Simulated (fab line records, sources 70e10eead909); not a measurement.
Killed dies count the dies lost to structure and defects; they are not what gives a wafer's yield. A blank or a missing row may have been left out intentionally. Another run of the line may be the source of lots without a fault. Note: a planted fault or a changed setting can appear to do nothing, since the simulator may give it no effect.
fab line records	flow nand_harc
record: lots: 12	wafers: 35	last_day: 34
route steps=1302 shown P_BONDPAD@370 A_ZERO_WELL@405 A_SOURCE_PLATE@423 END@1302
lots that met no fault: from a run of the same line without faults
start_h: start of the lot's first displayed wafer, in hours after the record's first day	wait_h: hours from the lot's prior step to this one	" as in the row above	L1.1+2: a row that stands for several wafers	- no value present, or no start provided	* or withheld: withheld	< > ~ a bound
route shown NAME@n: names a module that has steps shown in the file, with the first one's number in the route	usual: mean/standard deviation of fault-free wafers	same: alike in all rows	chamber/n: place in a boat	sites: per-site readings	_std_site: the standard deviation of these	_edge_site: inner sites' mean taken away from outer sites' mean	radius_mm: for every site, how far away it sits from the centre of the wafer	mask NAME#n: copy n	behind: the tool/chamber that last shaped the wafer	hold: why the lot was held/for how many hours/how that ended	device: names the non-switching transistor (n, p or np)	end of line: tests run on the same wafers once the route is complete	a step without rows: its recipe alone	killed: not the wafer's yield, but the dies lost to structure and defects at the first sort	map: shows each die of a wafer: x if killed, . if not, _ if none is there
set.NAME: the setting the step ran with; set.NAME@STEP: the setting that earlier step ran with	model.NAME: the simulator's own value behind a step, which no gauge read
route steps across a sampled set of lots; one table per step, one row per wafer
services: when a tool's chamber went out of use (start_h, in hours from the record's first day, below 0 if earlier), for how many hours, and the reason
== steps ==
step: NHARC_P_BONDPAD_CD_MEAS_13
usual: cd_nm: 499.7/2.2
lot.wafer	tool	chamber	start_h	wait_h	cd_nm
L739.1	cd_sem-03	-	148.16	-	501.7
L739.2	"	-	"	"	497.6
L739.4	"	-	"	"	501.5
L740.1	cd_sem-03	-	161.26	-	499.9
L740.2	"	-	"	"	502.3
L740.4	"	-	"	"	498.7
L742.1	cd_sem-01	-	178.71	-	497.2
L742.2	"	-	"	"	498.4
L742.4	"	-	"	"	503.2
L743.2	cd_sem-01	-	189.51	-	501.4
L743.3	"	-	"	"	500.2
L743.5	"	-	"	"	500.9
L744.4	cd_sem-02	-	207.91	-	502.8
L744.5	"	-	"	"	502.3
L747.1	cd_sem-03	-	235.75	-	500.8
L747.2	"	-	"	"	498.4
L747.6	"	-	"	"	497.7
L749.1	cd_sem-03	-	254.33	-	499.9
L749.3	"	-	"	"	500.6
L749.4	"	-	"	"	501.1
L750.4	cd_sem-02	-	261.28	-	498.2
L750.5	"	-	"	"	500.9
L750.6	"	-	"	"	500.2
L752.1	cd_sem-02	-	278.21	-	497.7
L752.2	"	-	"	"	499.2
L752.4	"	-	"	"	501.7
L753.1	cd_sem-03	-	295.95	-	500.4
L753.3	"	-	"	"	497.4
L753.4	"	-	"	"	499.4
L758.2	cd_sem-02	-	345.14	-	499.8
L758.4	"	-	"	"	497.2
L758.5	"	-	"	"	496.5
L760.1	cd_sem-01	-	371.14	-	498.3
L760.3	"	-	"	"	495.0
L760.5	"	-	"	"	499.4
step: NHARC_P_BONDPAD_PRE_CLEAN_26
recipe: time_s: 30	temp_c: 280	gas: H2/He
usual: heater_power_w: 402/27
lot.wafer	tool	chamber	start_h	wait_h	heater_power_w
L739.2	pvd_sputter-01	-	-	-	364
L739.1	"	-	"	"	405
L739.4	"	-	"	"	421
L740.4	pvd_sputter-02	-	-	-	395
L740.1	"	-	"	"	381
L740.2	"	-	"	"	381
L742.2	pvd_sputter-01	-	-	-	405
L742.1	"	-	"	"	352
L742.4	"	-	"	"	402
L743.3	pvd_sputter-01	-	-	-	411
L743.2	"	-	"	"	425
L743.5	"	-	"	"	360
L744.4	pvd_sputter-03	-	-	-	421
L744.5	"	-	"	"	424
L747.2	pvd_sputter-01	-	-	-	429
L747.1	"	-	"	"	357
L747.6	"	-	"	"	426
L749.1	pvd_sputter-01	-	-	-	415
L749.4	"	-	"	"	431
L749.3	"	-	"	"	416
L750.4	pvd_sputter-01	-	-	-	423
L750.5	"	-	"	"	420
L750.6	"	-	"	"	423
L752.2	pvd_sputter-03	-	-	-	415
L752.1	"	-	"	"	409
L752.4	"	-	"	"	404
L753.3	pvd_sputter-01	-	-	-	420
L753.4	"	-	"	"	352
L753.1	"	-	"	"	422
L758.4	pvd_sputter-03	-	-	-	438
L758.2	"	-	"	"	429
L758.5	"	-	"	"	436
L760.3	pvd_sputter-02	-	-	-	450
L760.1	"	-	"	"	373
L760.5	"	-	"	"	455
step: NHARC_P_BONDPAD_ACTIVATE_29
recipe: time_s: 60	n2_flow_sccm: 200	ar_flow_sccm: 0	bias_power_w: 0	chemistry: N2
usual: drypump_motor_current_A: 5.8/0.46	n2_flow_sccm: 199.9/0.63	oes_product_au: 0.999/0.0083	rf_vpp_V: 64.3/0.79	showerhead_plenum_p_Torr: 1.79/0.076
lot.wafer	tool	chamber	start_h	wait_h	drypump_motor_current_A	n2_flow_sccm	oes_product_au	rf_hours_counter_h	rf_vpp_V	showerhead_plenum_p_Torr
L739.4	rie_diel-03	1	150.46	0.1	5.3	199.2	1.006	0.9	63.0	1.71
L739.1	"	2	"	"	5.7	199.8	1.009	0.9	64.1	1.70
L739.2	"	3	"	"	6.1	200.9	0.999	1.1	64.8	1.77
L740.1	rie_diel-03	0	163.57	0.1	4.9	199.8	1.005	1.6	64.0	1.74
L740.4	"	1	"	"	5.4	199.3	1.001	1.3	65.4	1.71
L740.2	"	2	"	"	5.6	200.5	1.017	1.4	64.2	1.70
L742.2	rie_diel-05	0	181.01	0.1	5.9	199.4	1.002	6.5	63.8	1.78
L742.4	"	1	"	"	5.1	199.7	1.004	6.7	64.3	1.90
L742.1	"	2	"	"	5.7	200.0	1.005	5.7	65.0	1.90
L743.3	rie_diel-13	2	191.79	0.1	5.5	201.5	1.001	1.0	63.4	1.68
L743.2	"	0	"	"	6.2	199.3	0.993	0.9	65.9	1.86
L743.5	"	3	"	"	6.5	200.4	1.012	-	63.5	1.73
L744.4	rie_diel-13	2	210.23	0.1	5.5	199.2	1.000	1.9	64.5	1.68
L744.5	"	3	"	"	6.5	200.1	1.003	-	64.2	1.73
L747.1	rie_diel-13	1	238.06	0.1	6.2	201.4	1.010	3.9	65.5	1.78
L747.2	"	3	"	"	6.5	199.0	1.008	4.3	63.5	1.73
L747.6	"	2	"	"	5.5	200.7	1.002	-	66.1	1.68
L749.3	rie_diel-05	2	256.66	0.1	5.7	199.7	1.001	1.5	64.0	1.90
L749.1	"	0	"	"	5.9	199.7	1.023	1.4	62.8	1.78
L749.4	"	1	"	"	5.1	199.9	1.003	1.3	64.3	1.90
L750.4	rie_diel-13	3	263.58	0.1	6.5	201.4	0.998	5.0	64.3	1.73
L750.6	"	2	"	"	5.6	199.9	0.997	-	63.3	1.68
L750.5	"	3	"	"	6.5	199.9	1.006	-	63.3	1.73
L752.4	rie_diel-05	3	280.50	0.1	6.2	199.6	1.000	2.4	64.1	1.87
L752.2	"	0	"	"	5.9	200.6	1.006	2.2	64.4	1.78
L752.1	"	1	"	"	5.1	200.1	0.991	2.4	65.6	1.90
L753.3	rie_diel-03	3	298.71	0.1	6.1	200.6	0.992	0.5	65.3	1.77
L753.1	"	0	"	"	4.9	200.3	1.008	0.4	64.6	1.74
L753.4	"	0	"	"	4.9	199.9	1.003	-	64.3	1.74
L758.4	rie_diel-03	1	347.43	0.1	5.4	199.6	0.991	1.8	63.7	1.71
L758.2	"	0	"	"	4.9	200.4	1.001	1.9	64.5	1.74
L758.5	"	2	"	"	5.6	199.9	1.006	-	64.7	1.70
L760.3	rie_diel-05	0	373.49	0.1	5.9	199.0	1.008	6.8	63.9	1.78
L760.1	"	3	"	"	6.2	199.4	0.991	7.8	65.4	1.87
L760.5	"	0	"	"	5.9	200.8	0.998	-	64.3	1.78
step: NHARC_A_ZERO_WELL_ETCH_13
recipe: target_depth_a: 1200	time_s: 40.1	hbr_flow_sccm: 150	cl2_flow_sccm: 50	rf_w: 400	icp_w: 400	bias_w: 100	chemistry: HBr/Cl2
usual: drypump_motor_current_A: 5.7/0.47	oes_product_au: 0.997/0.0099	throttle_valve_pct: 26.405/0.0096
lot.wafer	tool	chamber	start_h	wait_h	drypump_motor_current_A	oes_product_au	rf_hours_counter_h	throttle_valve_pct
L739.2	rie_si-05	0	152.07	-	5.3	1.007	0.1	26.401
L739.1	"	1	"	"	5.5	0.988	0.1	26.395
L739.4	"	2	"	"	5.9	0.983	0.1	26.398
L740.1	rie_si-06	1	165.17	-	5.2	0.981	0.5	26.399
L740.4	"	2	"	"	5.6	0.993	0.5	26.410
L740.2	"	0	"	"	6.2	1.001	0.4	26.385
L742.2	rie_si-05	2	182.61	-	5.9	0.993	0.2	26.410
L742.4	"	0	"	"	5.3	1.001	0.3	26.408
L742.1	"	1	"	"	5.5	0.991	0.3	26.399
L743.3	rie_si-06	0	193.35	-	6.2	1.027	0.6	26.403
L743.2	"	2	"	"	5.6	0.999	0.8	26.417
L743.5	"	0	"	"	6.2	1.019	-	26.408
L744.4	rie_si-06	2	211.82	-	5.6	0.994	0.9	26.405
L744.5	"	0	"	"	6.2	1.011	-	26.403
L747.1	rie_si-03	2	239.69	-	6.6	1.008	0.0	26.397
L747.2	"	3	"	"	5.8	0.996	0.0	26.403
L747.6	"	0	"	"	6.3	1.004	-	26.419
L749.3	rie_si-06	0	258.26	-	6.2	0.989	0.0	26.408
L749.1	"	1	"	"	5.2	0.995	0.0	26.407
L749.4	"	3	"	"	5.4	1.001	-	26.386
L750.4	rie_si-06	3	265.22	-	5.4	1.020	-	26.404
L750.5	"	0	"	"	6.2	1.006	-	26.396
L750.6	"	1	"	"	5.2	1.001	-	26.402
L752.2	rie_si-03	0	282.11	-	6.3	1.002	0.4	26.390
L752.1	"	1	"	"	5.1	1.000	0.3	26.407
L752.4	"	2	"	"	6.6	1.007	0.2	26.426
L753.4	rie_si-03	2	300.36	-	6.6	1.003	0.4	26.412
L753.1	"	3	"	"	5.8	0.983	0.4	26.410
L753.3	"	0	"	"	6.3	0.998	0.5	26.410
L758.2	rie_si-05	1	348.93	-	5.5	0.971	0.2	26.394
L758.4	"	2	"	"	5.9	0.983	0.2	26.397
L758.5	"	0	"	"	5.3	0.997	-	26.417
L760.1	rie_si-03	2	375.34	-	6.6	0.998	0.9	26.409
L760.3	"	1	"	"	5.1	1.002	1.0	26.419
L760.5	"	3	"	"	5.8	0.987	-	26.397
step: NHARC_A_ZERO_WELL_INSPECT_17
usual: raw_defect_count: 11/5.6
lot.wafer	tool	chamber	start_h	wait_h	raw_defect_count
L739.1	defect_inspect-01	-	153.17	0.2	19
L739.2	"	-	"	"	17
L739.4	"	-	"	"	12
L740.1	defect_inspect-02	-	166.27	0.2	10
L740.2	"	-	"	"	11
L740.4	"	-	"	"	7
L742.1	defect_inspect-01	-	183.72	0.2	3
L742.2	"	-	"	"	4
L742.4	"	-	"	"	6
L743.2	defect_inspect-02	-	194.46	0.1	885
L743.3	"	-	"	"	13
L743.5	"	-	"	"	1
L744.4	defect_inspect-02	-	212.89	0.1	911
L744.5	"	-	"	"	17
L747.1	defect_inspect-02	-	240.76	0.2	16
L747.2	"	-	"	"	12
L747.6	"	-	"	"	9
L749.1	defect_inspect-01	-	259.38	0.2	3
L749.3	"	-	"	"	11
L749.4	"	-	"	"	4
L750.4	defect_inspect-01	-	266.30	0.1	18
L750.5	"	-	"	"	15
L750.6	"	-	"	"	20
L752.1	defect_inspect-01	-	283.20	0.2	8
L752.2	"	-	"	"	14
L752.4	"	-	"	"	12
L753.1	defect_inspect-02	-	301.51	0.2	22
L753.3	"	-	"	"	30
L753.4	"	-	"	"	16
L758.2	defect_inspect-01	-	350.01	0.1	6
L758.4	"	-	"	"	10
L758.5	"	-	"	"	5
L760.1	defect_inspect-02	-	376.43	0.2	11
L760.3	"	-	"	"	14
L760.5	"	-	"	"	11
step: NHARC_A_SOURCE_PLATE_INSPECT_08
usual: raw_defect_count: 59/24
lot.wafer	tool	chamber	start_h	wait_h	raw_defect_count
L739.1	defect_inspect-01	-	173.29	0.0	74
L739.2	"	-	"	"	58
L739.4	"	-	"	"	63
L740.1	defect_inspect-02	-	189.01	0.0	42
L740.2	"	-	"	"	43
L740.4	"	-	"	"	69
L742.1	defect_inspect-02	-	205.43	0.0	84
L742.2	"	-	"	"	60
L742.4	"	-	"	"	62
L743.2	defect_inspect-01	-	216.20	0.0	949
L743.3	"	-	"	"	32
L743.5	"	-	"	"	51
L744.4	defect_inspect-02	-	233.19	0.0	915
L744.5	"	-	"	"	40
L747.1	defect_inspect-01	-	262.03	0.0	42
L747.2	"	-	"	"	32
L747.6	"	-	"	"	42
L749.1	defect_inspect-02	-	279.37	0.0	23
L749.3	"	-	"	"	47
L749.4	"	-	"	"	53
L750.4	defect_inspect-01	-	286.28	0.0	52
L750.5	"	-	"	"	56
L750.6	"	-	"	"	44
L752.1	defect_inspect-02	-	303.42	0.0	67
L752.2	"	-	"	"	59
L752.4	"	-	"	"	81
L753.1	defect_inspect-02	-	321.80	0.0	90
L753.3	"	-	"	"	107
L753.4	"	-	"	"	70
L758.2	defect_inspect-01	-	369.50	0.0	45
L758.4	"	-	"	"	69
L758.5	"	-	"	"	49
L760.1	defect_inspect-02	-	396.54	0.0	19
L760.3	"	-	"	"	50
L760.5	"	-	"	"	32
step: NHARC_END_SORT_01
recipe: temp_c: 25
usual: killed_at_array: 55/15	killed_at_other: 1.0/1.2	killed_at_periphery: 3.4/2.2	killed_dies: 59/15	killed_open: 3.2/2	killed_short: 2.5/1.7
same: gross_dies: 677
lot.wafer	tool	chamber	start_h	wait_h	killed_at_array	killed_at_other	killed_at_periphery	killed_dies	killed_open	killed_short
L743.2	prober-02	0	620.29	2.8	164	0	1	165	1	2
L743.3	prober-02	0	621.09	3.1	54	1	2	57	5	3
L743.5	prober-02	0	622.68	3.7	63	0	4	67	4	2
L744.4	prober-01	0	641.80	3.4	133	0	5	138	7	6
L744.5	prober-01	0	642.59	3.7	29	0	2	31	2	2
killed by level:class
L743.2 A_ZERO_WELL:unspecified=91 A_SLIT:chamber_film_flake=33 A_CHANNEL_HOLE_D2:chamber_film_flake=18 A_CHANNEL_HOLE_D1:chamber_film_flake=10 A_CONTACT:chamber_film_flake=4 A_WL_FILL:chamber_film_flake=3 A_STAIRCASE:chamber_film_flake=2 P_M2:geometric_particle:short=1
L743.3 A_SLIT:chamber_film_flake=26 A_CHANNEL_HOLE_D2:chamber_film_flake=12 A_CHANNEL_HOLE_D1:chamber_film_flake=4 A_CONTACT:chamber_film_flake=4 A_ONON_D1:geometric_particle:short=2 A_STAIRCASE:chamber_film_flake=2 P_M0:geometric_particle:open=1 P_M0:geometric_particle:short=1
L743.5 A_SLIT:chamber_film_flake=33 A_CHANNEL_HOLE_D2:chamber_film_flake=16 A_CHANNEL_HOLE_D1:chamber_film_flake=5 A_STAIRCASE:chamber_film_flake=4 A_WL_FILL:chamber_film_flake=3 P_GATE:geometric_particle:open=2 P_CONTACT:geometric_particle:open=1 P_M0:geometric_particle:open=1
L744.4 A_ZERO_WELL:unspecified=92 A_CHANNEL_HOLE_D2:chamber_film_flake=10 A_CHANNEL_HOLE_D1:chamber_film_flake=9 A_CONTACT:chamber_film_flake=8 A_STAIRCASE:chamber_film_flake=3 P_M0:geometric_particle:open=2 A_ONON_D2:geometric_particle:open=2 A_WL_FILL:geometric_particle:short=2
L744.5 A_CHANNEL_HOLE_D2:chamber_film_flake=9 A_CONTACT:chamber_film_flake=8 A_STAIRCASE:chamber_film_flake=4 A_CHANNEL_HOLE_D1:chamber_film_flake=2 P_M2:geometric_particle:open=1 A_ONON_D1:geometric_particle:short=1 A_DECK1_JOINT:geometric_particle:open=1 A_CHANNEL_HOLE_D2:geometric_particle:short=1
== services ==
tool	chamber	start_h	hours	kind
rie_si-05	-	128.00	9.0	pm
rie_si-03	-	145.94	0.2	repair
pvd_sputter-03	-	149.18	7.5	repair
rie_diel-13	-	165.00	9.0	pm
pvd_sputter-03	-	170.03	10.0	pm
rie_si-03	1	176.16	4.7	repair
rie_si-06	-	186.32	1.7	repair
rie_diel-05	3	203.81	5.2	repair
rie_si-05	2	216.01	11.0	repair
rie_si-03	-	221.00	9.0	pm
pvd_sputter-01	-	226.02	10.0	pm
rie_diel-05	-	230.28	9.0	pm
rie_si-05	2	232.31	6.9	repair
rie_si-06	-	249.00	9.0	pm
pvd_sputter-01	-	256.83	0.7	repair
rie_diel-03	-	281.37	9.0	pm
pvd_sputter-01	-	284.48	3.6	repair
rie_si-05	-	293.18	0.2	repair
rie_diel-03	1	293.91	5.2	repair
rie_si-05	-	305.00	9.0	pm
rie_diel-13	3	333.51	26.8	repair
rie_diel-13	-	342.00	9.0	pm
rie_diel-03	-	342.98	0.5	repair
rie_si-03	3	359.22	8.1	repair
== key ==
first_sign: step: NHARC_A_ZERO_WELL_INSPECT_17	reading: raw_defect_count	direction: up	sigmas: 99+	usual: 11	struck: 898
effect: step: NHARC_A_SOURCE_PLATE_INSPECT_08	reading: raw_defect_count	direction: up	sigmas: 36	usual: 59	struck: 932
effect: step: NHARC_END_SORT_01	reading: killed_at_array	direction: up	sigmas: 6.3	usual: 55	struck: 148
more_kills_born_at: NHARC_A_ZERO_WELL_ETCH_13@rie_si-06: 183
met_at NHARC_A_ZERO_WELL_ETCH_13
struck_lots L743,L744
struck_wafers L743.2,L744.4
tester_left_out L743,L744
not_acting_at NHARC_P_BONDPAD_CD_MEAS_13,NHARC_P_BONDPAD_PRE_CLEAN_26,NHARC_P_BONDPAD_ACTIVATE_29
onset_between 165.17 193.35
fault: kind: chamber_particle_source	tool: rie_si-06	chamber: 2	onset_h: 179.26	steps: NHARC_A_ZERO_WELL_ETCH_13	rate_per_visit_cm2: 1.3998
tester_left_out: of these lots the tester's yield and bins aren't shown, on N5 and GAA mostly nor the transistor test; their killed dies are dies lost to structure and defects alone, not to doping, threshold or leakage, so they don't give the yield
